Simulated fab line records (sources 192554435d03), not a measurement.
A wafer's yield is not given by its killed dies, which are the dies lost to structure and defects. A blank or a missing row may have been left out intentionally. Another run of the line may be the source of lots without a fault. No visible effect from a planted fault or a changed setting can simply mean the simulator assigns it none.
Which tool is to blame? :: flow n5-finfet :: 11 lots, 30 wafers sampled, at 8 steps of a route of 1938

WHAT THE GAUGES READ, wafer by wafer
N5_DUMMY_GATE_CD_MEAS_50 targets a cd of 14 nm.
lot: L108
measured: day 3 06:26
on: cd-sem-02
cd-nm (nm): 14.1 14.1

lot: L110
measured: day 3 18:31
on: cd-sem-02
cd-nm (nm): 13.8 13.6

lot: L112
measured: day 4 06:31
on: cd-sem-01
cd-nm (nm): 14.0 14.2

lot: L113
measured: day 4 13:25
on: cd-sem-02
cd-nm (nm): 14.6 13.5 13.9

lot: L116
measured: day 5 09:34
on: cd-sem-01
cd-nm (nm): 13.7 14.8 14.0

lot: L117
measured: day 5 17:10
on: cd-sem-01
cd-nm (nm): 14.6 13.7 14.7

lot: L118
measured: day 5 18:38
on: cd-sem-03
cd-nm (nm): 14.7 14.3 14.0

lot: L119
measured: day 6 02:28
on: cd-sem-03
cd-nm (nm): 14.0 14.1 13.5

lot: L121
measured: day 6 10:40
on: cd-sem-01
cd-nm (nm): 14.8 15.2 14.1

lot: L120
measured: day 6 11:26
on: cd-sem-01
cd-nm (nm): 14.4 13.6 13.9

lot: L129
measured: day 8 10:58
on: cd-sem-02
cd-nm (nm): 14.8 15.3 15.1

N5_DUMMY_GATE_INSPECT_27: inspects for defects (brightfield).
lot: L108
measured: day 3 07:13
on: defect-inspect-01
raw-defect-count: 247 132

lot: L110
measured: day 3 19:18
on: defect-inspect-01
raw-defect-count: 313 208

lot: L112
measured: day 4 07:19
on: defect-inspect-02
raw-defect-count: 283 272

lot: L113
measured: day 4 14:38
on: defect-inspect-02
raw-defect-count: 246 198 185

lot: L116
measured: day 5 10:26
on: defect-inspect-01
raw-defect-count: 290 315 337

lot: L117
measured: day 5 17:59
on: defect-inspect-02
raw-defect-count: 365 424 405

lot: L118
measured: day 5 19:43
on: defect-inspect-02
raw-defect-count: 294 176 295

lot: L119
measured: day 6 03:15
on: defect-inspect-01
raw-defect-count: 770 872 744

lot: L121
measured: day 6 11:35
on: defect-inspect-01
raw-defect-count: 363 322 245

lot: L120
measured: day 6 12:13
on: defect-inspect-01
raw-defect-count: 904 961 836

lot: L129
measured: day 8 11:44
on: defect-inspect-02
raw-defect-count: 225 263 354

N5_SPACER0_INSPECT_04: inspects for defects (darkfield).
lot: L108
measured: day 3 07:49
on: defect-inspect-02
raw-defect-count: 92 91

lot: L110
measured: day 3 20:06
on: defect-inspect-01
raw-defect-count: 122 73

lot: L112
measured: day 4 07:55
on: defect-inspect-02
raw-defect-count: 109 172

lot: L113
measured: day 4 16:53
on: defect-inspect-01
raw-defect-count: 89 71 109

lot: L116
measured: day 5 11:02
on: defect-inspect-02
raw-defect-count: 185 245 253

lot: L117
measured: day 5 18:36
on: defect-inspect-01
raw-defect-count: 184 155 184

lot: L118
measured: day 5 20:20
on: defect-inspect-02
raw-defect-count: 204 263 180

lot: L119
measured: day 6 03:51
on: defect-inspect-01
raw-defect-count: 662 740 664

lot: L121
measured: day 6 12:12
on: defect-inspect-01
raw-defect-count: 158 139 127

lot: L120
measured: day 6 12:50
on: defect-inspect-02
raw-defect-count: 743 749 718

lot: L129
measured: day 8 12:27
on: defect-inspect-02
raw-defect-count: 116 130 172

N5_SD_EPI_N_CD_MEAS_09 targets a cd of 120 nm.
lot: L108
measured: day 3 08:05
on: cd-sem-02
cd-nm (nm): 119.2 118.0

lot: L110
measured: day 3 20:22
on: cd-sem-01
cd-nm (nm): 120.2 120.1

lot: L112
measured: day 4 08:12
on: cd-sem-01
cd-nm (nm): 117.9 118.7

lot: L113
measured: day 4 17:17
on: cd-sem-03
cd-nm (nm): 117.5 118.1 119.0

lot: L116
measured: day 5 11:19
on: cd-sem-02
cd-nm (nm): 120.4 118.8 118.7

lot: L117
measured: day 5 18:59
on: cd-sem-01
cd-nm (nm): 120.7 121.1 120.8

lot: L118
measured: day 5 20:37
on: cd-sem-01
cd-nm (nm): 121.4 120.3 120.8

lot: L119
measured: day 6 04:15
on: cd-sem-03
cd-nm (nm): 120.5 119.3 121.6

lot: L121
measured: day 6 12:36
on: cd-sem-03
cd-nm (nm): 118.4 118.9 118.5

lot: L120
measured: day 6 13:14
on: cd-sem-01
cd-nm (nm): 119.4 119.1 119.2

lot: L129
measured: day 8 12:51
on: cd-sem-02
cd-nm (nm): 120.6 118.6 118.9

N5_SD_EPI_N_INSPECT_11: inspects for defects (macro).
lot: L108
measured: day 3 08:09
on: defect-inspect-01
raw-defect-count: 1 2

lot: L110
measured: day 3 20:26
on: defect-inspect-02
raw-defect-count: 0 1

lot: L112
measured: day 4 08:15
on: defect-inspect-01
raw-defect-count: 2 1

lot: L113
measured: day 4 17:21
on: defect-inspect-01
raw-defect-count: 2 3 4

lot: L116
measured: day 5 11:22
on: defect-inspect-02
raw-defect-count: 3 2 2

lot: L117
measured: day 5 19:03
on: defect-inspect-02
raw-defect-count: 0 3 0

lot: L118
measured: day 5 20:40
on: defect-inspect-01
raw-defect-count: 3 2 3

lot: L119
measured: day 6 04:19
on: defect-inspect-02
raw-defect-count: >300 >300 >300

lot: L121
measured: day 6 12:39
on: defect-inspect-01
raw-defect-count: 0 1 0

lot: L120
measured: day 6 13:17
on: defect-inspect-02
raw-defect-count: >300 >300 >300

lot: L129
measured: day 8 12:54
on: defect-inspect-01
raw-defect-count: 2 1 6

N5_SD_EPI_N_INSPECT_26: inspects for defects (darkfield).
lot: L108
measured: day 3 12:08
on: defect-inspect-02
raw-defect-count: 199 169

lot: L110
measured: day 4 00:41
on: defect-inspect-02
raw-defect-count: 182 143

lot: L112
measured: day 4 12:15
on: defect-inspect-01
raw-defect-count: 143 253

lot: L113
measured: day 4 21:19
on: defect-inspect-01
raw-defect-count: 169 120 135

lot: L116
measured: day 5 15:55
on: defect-inspect-01
raw-defect-count: 245 276 284

lot: L117
measured: day 6 00:05
on: defect-inspect-01
raw-defect-count: 242 206 231

lot: L118
measured: day 6 00:59
on: defect-inspect-02
raw-defect-count: 263 337 251

lot: L119
measured: day 6 08:37
on: defect-inspect-01
raw-defect-count: 719 787 710

lot: L121
measured: day 6 16:38
on: defect-inspect-02
raw-defect-count: 247 228 212

lot: L120
measured: day 6 17:37
on: defect-inspect-02
raw-defect-count: 823 812 789

lot: L129
measured: day 8 18:41
on: defect-inspect-02
raw-defect-count: 154 179 212

WHAT TOOL EACH LOT RAN ON (gives the tool, then ch and the chambers of the sampled wafers, and finally the start)
lot: L108
N5_DUMMY_GATE_STRIP_40: rie-diel-03 ch 2,3, day 3 06:23
N5_SPACER0_ALD_08: ald-sin-04 ch 2, day 3 07:40

lot: L110
N5_DUMMY_GATE_STRIP_40: rie-diel-02 ch 2,3, day 3 18:28
N5_SPACER0_ALD_08: ald-sin-03 ch 0,2, day 3 19:56

lot: L112
N5_DUMMY_GATE_STRIP_40: rie-diel-02 ch 1,3, day 4 06:28
N5_SPACER0_ALD_08: ald-sin-03 ch 1,2, day 4 07:46

lot: L113
N5_DUMMY_GATE_STRIP_40: rie-diel-01 ch 0,1,2, day 4 13:22
N5_SPACER0_ALD_08: ald-sin-01 ch 0,2,3, day 4 16:44

lot: L116
N5_DUMMY_GATE_STRIP_40: rie-diel-02 ch 0,2,3, day 5 09:31
N5_SPACER0_ALD_08: ald-sin-03 ch 1,2,3, day 5 10:53

lot: L117
N5_DUMMY_GATE_STRIP_40: rie-diel-03 ch 0,1,3, day 5 17:07
N5_SPACER0_ALD_08: ald-sin-04 ch 0,1,2, day 5 18:26

lot: L118
N5_DUMMY_GATE_STRIP_40: rie-diel-03 ch 0,1,2, day 5 18:35
N5_SPACER0_ALD_08: ald-sin-04 ch 0,1,2, day 5 20:10

lot: L119
N5_DUMMY_GATE_STRIP_40: rie-diel-03 ch 0,2, day 6 02:25
N5_SPACER0_ALD_08: ald-sin-04 ch 0,1,3, day 6 03:42

lot: L121
N5_DUMMY_GATE_STRIP_40: rie-diel-01 ch 0,3, day 6 10:37
N5_SPACER0_ALD_08: ald-sin-04 ch 0,1,3, day 6 12:02

lot: L120
N5_DUMMY_GATE_STRIP_40: rie-diel-03 ch 1,2,3, day 6 11:23
N5_SPACER0_ALD_08: ald-sin-01 ch 0,2, day 6 12:40

lot: L129
N5_DUMMY_GATE_STRIP_40: rie-diel-01 ch 0,1, day 8 10:55
N5_SPACER0_ALD_08: ald-sin-03 ch 0,1,3, day 8 12:17
- N5_DUMMY_GATE_STRIP_40: strips in CF4.
- N5_SPACER0_ALD_08: deposits SiNx, target thk 2 nm.

WHAT THE TOOLS THEMSELVES READ (means of the sampled wafers that have a number; where no wafer has one, the mark that the record gives instead)
N5_DUMMY_GATE_STRIP_40.
lot: L108
tool: rie-diel-03
drypump-motor-current-A (A): 5.6
oes-product-au (a.u.): 0.74
rf-vpp-V (V): 270.4
showerhead-plenum-p-Torr (Torr): 1.77
throttle-valve-pct (%): 13.98

lot: L110
tool: rie-diel-02
drypump-motor-current-A (A): 5.6
oes-product-au (a.u.): 0.81
rf-vpp-V (V): 271.4
showerhead-plenum-p-Torr (Torr): 1.82
throttle-valve-pct (%): 13.51

lot: L112
tool: rie-diel-02
drypump-motor-current-A (A): 5.4
oes-product-au (a.u.): 0.81
rf-vpp-V (V): 271.1
showerhead-plenum-p-Torr (Torr): 1.77
throttle-valve-pct (%): 13.59

lot: L113
tool: rie-diel-01
drypump-motor-current-A (A): 5.9
oes-product-au (a.u.): 0.76
rf-vpp-V (V): 270.9
showerhead-plenum-p-Torr (Torr): 1.79
throttle-valve-pct (%): 13.47

lot: L116
tool: rie-diel-02
drypump-motor-current-A (A): 5.6
oes-product-au (a.u.): 0.75
rf-vpp-V (V): 271.5
showerhead-plenum-p-Torr (Torr): 1.82
throttle-valve-pct (%): 13.58

lot: L117
tool: rie-diel-03
drypump-motor-current-A (A): 5.2
oes-product-au (a.u.): 0.73
rf-vpp-V (V): 270.5
showerhead-plenum-p-Torr (Torr): 1.80
throttle-valve-pct (%): 13.93

lot: L118
tool: rie-diel-03
drypump-motor-current-A (A): 5.4
oes-product-au (a.u.): 0.71
rf-vpp-V (V): 270.5
showerhead-plenum-p-Torr (Torr): 1.82
throttle-valve-pct (%): 14.10

lot: L119
tool: rie-diel-03
drypump-motor-current-A (A): 5.7
oes-product-au (a.u.): 0.72
rf-vpp-V (V): 271.4
showerhead-plenum-p-Torr (Torr): 1.82
throttle-valve-pct (%): 14.17

lot: L121
tool: rie-diel-01
drypump-motor-current-A (A): 6.2
oes-product-au (a.u.): 0.73
rf-vpp-V (V): 270.2
showerhead-plenum-p-Torr (Torr): 1.74
throttle-valve-pct (%): 13.81

lot: L120
tool: rie-diel-03
drypump-motor-current-A (A): 5.4
oes-product-au (a.u.): 0.71
rf-vpp-V (V): 269.6
showerhead-plenum-p-Torr (Torr): 1.77
throttle-valve-pct (%): 14.05

lot: L129
tool: rie-diel-01
drypump-motor-current-A (A): 6.0
oes-product-au (a.u.): 0.74
rf-vpp-V (V): 270.9
showerhead-plenum-p-Torr (Torr): 1.75
throttle-valve-pct (%): 13.51

N5_SPACER0_ALD_08.
lot: L108
tool: ald-sin-04
heater-power-w (W): 746

lot: L110
tool: ald-sin-03
heater-power-w (W): 809

lot: L112
tool: ald-sin-03
heater-power-w (W): 824

lot: L113
tool: ald-sin-01
heater-power-w (W): 911

lot: L116
tool: ald-sin-03
heater-power-w (W): 825

lot: L117
tool: ald-sin-04
heater-power-w (W): 818

lot: L118
tool: ald-sin-04
heater-power-w (W): 811

lot: L119
tool: ald-sin-04
heater-power-w (W): 861

lot: L121
tool: ald-sin-04
heater-power-w (W): 874

lot: L120
tool: ald-sin-01
heater-power-w (W): 869

lot: L129
tool: ald-sin-03
heater-power-w (W): 900

THE ANSWER, worked out from the rows above alone
Rule: usual is defined by the lots themselves. Put in order of their means at a reading, lots are off if they are a third of the lots or fewer, leave a main group of 4 or more, and stand apart from it by a gap of 3 or more times the standard deviation of the main group's means; of several such gaps the widest counts. The tables above print the reading to a certain number of digits; a main group whose means all agree to those digits is not used. A lot without any number at a reading at which 4 lots or more have one is off too. All remaining lots with rows at the step are treated as sound. The gauges are gone through in route order, then the tools' own readings, and for those a lot's mean is taken as printed above. The first step at which some lot is off is used, and at that step the reading that is off furthest; a lot without a number counts as furthest.
Off at N5_DUMMY_GATE_INSPECT_27 (raw-defect-count): L119, L120. For the main group the mean is 277 and the standard deviation 58.
A tool fits if, at a process step before that reading, it ran every lot that is off, and no sound lot after the first of them. The gauges at N5_DUMMY_GATE_INSPECT_27 aren't tried: what is off there is off at N5_SD_EPI_N_INSPECT_11 too, on other tools, and a gauge's error can't cause that. One fits: N5_DUMMY_GATE_STRIP_40 on rie-diel-03. Its last sound lot is L118 (day 5 18:35), its first lot that is off L119 (day 6 02:25): a fault that began between those two fits.

WHAT HAD BEEN PUT IN BY THE SIMULATOR
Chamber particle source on rie-diel-03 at N5_DUMMY_GATE_STRIP_40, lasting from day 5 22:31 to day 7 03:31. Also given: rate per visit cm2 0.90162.
Lots struck among those shown: L119, L120. The rule above reached the same finding.
